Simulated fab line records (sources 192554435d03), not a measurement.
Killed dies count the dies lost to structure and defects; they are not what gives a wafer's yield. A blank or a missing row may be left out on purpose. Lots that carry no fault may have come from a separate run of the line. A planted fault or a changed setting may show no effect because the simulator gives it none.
Matching of chambers + flow n5 finfet + N5_BEOL_M4_ILD_DEP_00 on pecvd-04: 3 sister chambers
The step deposits SiOC from DEMS/O2, target thk 79 nm, time 15.3 s. 3 wafers are shown with their chamber, then 7 later ones without.

WAFERS PAIRED WITH THEIR CHAMBERS
| wafer  | chamber | throttle valve pct (%) |
|--------|---------|------------------------|
| L896.2 | 1       | 12.2                   |
| L896.6 | 0       | 12.9                   |
| L910.3 | 2       | 11.4                   |

WAFERS WITH NO CHAMBER GIVEN
| wafer  | throttle valve pct (%) |
|--------|------------------------|
| L910.5 | 11.6                   |
| L911.2 | 12.5                   |
| L911.4 | 12.5                   |
| L911.5 | 12.4                   |
| L912.1 | 12.2                   |
| L912.3 | 11.8                   |
| L912.5 | 12.5                   |

CHAMBER TAKEN BY EACH
| wafer  | from the rows above     | in truth |
|--------|-------------------------|----------|
| L910.5 | can't be placed: 2 or 1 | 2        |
| L911.2 | can't be placed: 1 or 0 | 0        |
| L911.4 | can't be placed: 1 or 0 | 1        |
| L911.5 | can't be placed: 1 or 0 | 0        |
| L912.1 | 1                       | 1        |
| L912.3 | can't be placed: 1 or 2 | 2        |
| L912.5 | can't be placed: 1 or 0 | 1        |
Correctly placed: 1 of 7. Not placeable from these rows: 6 (in 6, the candidates include the true chamber). Number placed wrongly: 0.
How it was worked out, from the rows above alone: a wafer's distance from a chamber is the root of the sum, over the readings, of the square of ((its reading less the chamber's mean) divided by the reading's scatter). If the next closest chamber is less than 2 further off than the closest, the wafer can't be placed; otherwise it belongs to the closest. A chamber's mean is the mean of its shown wafers. The scatter (one wafer shown for each chamber): square how far every hidden wafer sits from the nearest shown wafer, average those squares and take the square root.
